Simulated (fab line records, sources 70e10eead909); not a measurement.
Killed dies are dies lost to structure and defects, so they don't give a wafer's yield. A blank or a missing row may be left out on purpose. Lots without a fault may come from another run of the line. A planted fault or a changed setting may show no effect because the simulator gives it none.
A struck lot beside a sound one | flow nand_harc | 39 steps out of a route of 1302
Sound: wafers L280.1, L280.3, L280.5. Struck: wafer L290.1. (L290.2, L290.5 of the same lot were not struck and are left out.) The cause comes at the end.
At each step with rows: each side's tool, then ch and its chambers, then its first start. Under that, the readings that differ: sound wafers | struck wafers | difference of the means | sigmas: that difference in standard deviations of wafers without a fault.
alike: readings whose means differ by less than 2 such deviations, and words and numbers that are the same on both sides. not compared: withheld readings, readings that some wafer has no value for, bounds like >300 that may hide the same value, and numbers for which the record gives no deviation and whose values overlap.
The two part at a step that has a row with sigmas, a row that says differs or no value, or rows on one side only. Numbers that don't overlap but have no deviation are shown without sigmas and don't part them. A reading that every wafer of one side lacks parts them only if that side has two wafers or more.

NHARC_A_M0_CD_MEAS_09: target cd 80 nm.
  sound on cd_sem-03 ch 0, day 24 10:18; struck on cd_sem-02 ch 0, day 28 07:23
  alike: cd_nm
NHARC_A_M0_OVL_MEAS_10: pitch 160 nm.
  sound on overlay-02, day 24 10:23; struck on overlay-01, day 28 07:28
  alike: overlay_x_nm, overlay_y_nm
NHARC_A_M0_INSPECT_11:
  sound on defect_inspect-02, day 24 10:25; struck on defect_inspect-02, day 28 07:30
  alike: raw_defect_count
then, 2 steps without rows for these wafers: NHARC_A_M0_DESCUM_14 (chemistry O2, time 3 s); NHARC_A_M0_ETCH_34 (etches the open film in N2/H2, target depth 40 nm, overetch 12 nm, time 43.94 s).
NHARC_A_M0_ETCH_15: etches the open film in C4F8/Ar, target depth 150 nm, overetch 15 nm, time 82.5 s.
  sound on rie_diel-08 ch 1,3; struck on rie_diel-02 ch 3
  alike: oes_product_au, rf_vpp_V
  not compared: rf_hours_counter_h
NHARC_A_M0_CD_MEAS_16:
  sound on cd_sem-03, day 24 10:47; struck on cd_sem-03, day 28 07:52
  reading    | sound          | struck | difference | sigmas
  cd_nm (nm) | 78.3 79.3 79.3 | 80.8   | +1.8       | +2
then, 4 steps without rows for these wafers: NHARC_A_M0_STRIP_18 (strips in N2/H2); NHARC_A_M0_STRIP_19 (strips in post etch residue remover, time 600 s); NHARC_A_M0_DEGAS_28 (time 60 s); NHARC_A_M0_PRE_CLEAN_29 (time 30 s).
NHARC_A_M0_PVD_20: deposits TaN, target thk 5 nm, time 8.06 s.
  sound on pvd_sputter-02; struck on pvd_sputter-03
  alike: throttle_valve_pct
NHARC_A_M0_PVD_21: deposits Cu, target thk 30 nm, time 20.49 s.
  sound on pvd_sputter-02, day 24 11:38; struck on pvd_sputter-03, day 28 08:44
  alike: throttle_valve_pct
then, 1 step without rows for these wafers: NHARC_A_M0_ECD_22 (material Cu, target thk 400 nm).
NHARC_A_M0_ANNEAL_30: time 90 s.
  sound on rtp_anneal-01 ch 0, day 24 12:10; struck on rtp_anneal-01 ch 0, day 28 09:13
  alike: wafer_temp_C_max
NHARC_A_M0_CMP_23: polishes, t overpolish 20 s, target thk 113.75 nm.
  sound on cmp-03 ch 1,2,3, day 24 12:34; struck on cmp-01 ch 3, day 28 09:36
  alike: motor_current_A, slurry_filter_dp_kPa, time_to_endpoint_s
then, 13 steps without rows for these wafers: NHARC_A_M0_SRD_25; NHARC_A_M0_PRE_CLEAN_31 (time 12 s); NHARC_A_M0_DEP_32 (deposits SiCN, target thk 30 nm); NHARC_A_M1_DEP_00 (deposits SiOC, target thk 182.5 nm); NHARC_A_M1_DEHYDRATE_01 (time 120 s); NHARC_A_M1_HMDS_02 (time 30 s); NHARC_A_M1_COAT_34 (time 65 s); NHARC_A_M1_COAT_03 (resist thk 90 nm); NHARC_A_M1_SOFTBAKE_04 (time 55 s); NHARC_A_M1_EBR_05; NHARC_A_M1_EXPOSE_06 (exposes mask A M1, target cd 120 nm); NHARC_A_M1_PEB_07 (peb time 65 s); NHARC_A_M1_DEVELOP_08 (develop time 35 s).
NHARC_A_M1_CD_MEAS_09: target cd 120 nm.
  sound on cd_sem-03 ch 0, day 24 14:26; struck on cd_sem-02 ch 0, day 28 11:26
  reading    | sound             | struck | difference | sigmas
  cd_nm (nm) | 119.8 121.1 120.1 | 118.9  | -1.4       | -2
NHARC_A_M1_OVL_MEAS_10: pitch 240 nm.
  sound on overlay-02, day 24 14:32; struck on overlay-02, day 28 11:31
  alike: overlay_x_nm, overlay_y_nm
then, 2 steps without rows for these wafers: NHARC_A_M1_DESCUM_14 (chemistry O2, time 3 s); NHARC_A_M1_ETCH_35 (etches the open film in N2/H2, target depth 40 nm, overetch 12 nm, time 43.94 s).
NHARC_A_M1_ETCH_15: etches the open film in C4F8/Ar, target depth 182.5 nm, time 91.2 s.
  sound on rie_diel-05 ch 0,1,2; struck on rie_diel-04 ch 1
  alike: oes_product_au, rf_vpp_V
  not compared: rf_hours_counter_h
NHARC_A_M1_CD_MEAS_16:
  sound on cd_sem-03, day 24 14:56; struck on cd_sem-03, day 28 11:58
  alike: cd_nm
then, 3 steps without rows for these wafers: NHARC_A_M1_STRIP_18 (strips in N2/H2); NHARC_A_M1_ETCH_28 (etches the open film in CF4/N2, target depth 30 nm, time 72.99 s); NHARC_A_M1_STRIP_19 (strips in post etch residue remover, time 600 s).
NHARC_END_SORT_01:
  the record has rows for the struck wafers here (prober-01 ch 0, day 30 08:20) and none for the sound ones

WHERE THEY PART
First at NHARC_A_M0_CD_MEAS_16; last, within this record, at NHARC_END_SORT_01.

WHY: what the simulator had put in
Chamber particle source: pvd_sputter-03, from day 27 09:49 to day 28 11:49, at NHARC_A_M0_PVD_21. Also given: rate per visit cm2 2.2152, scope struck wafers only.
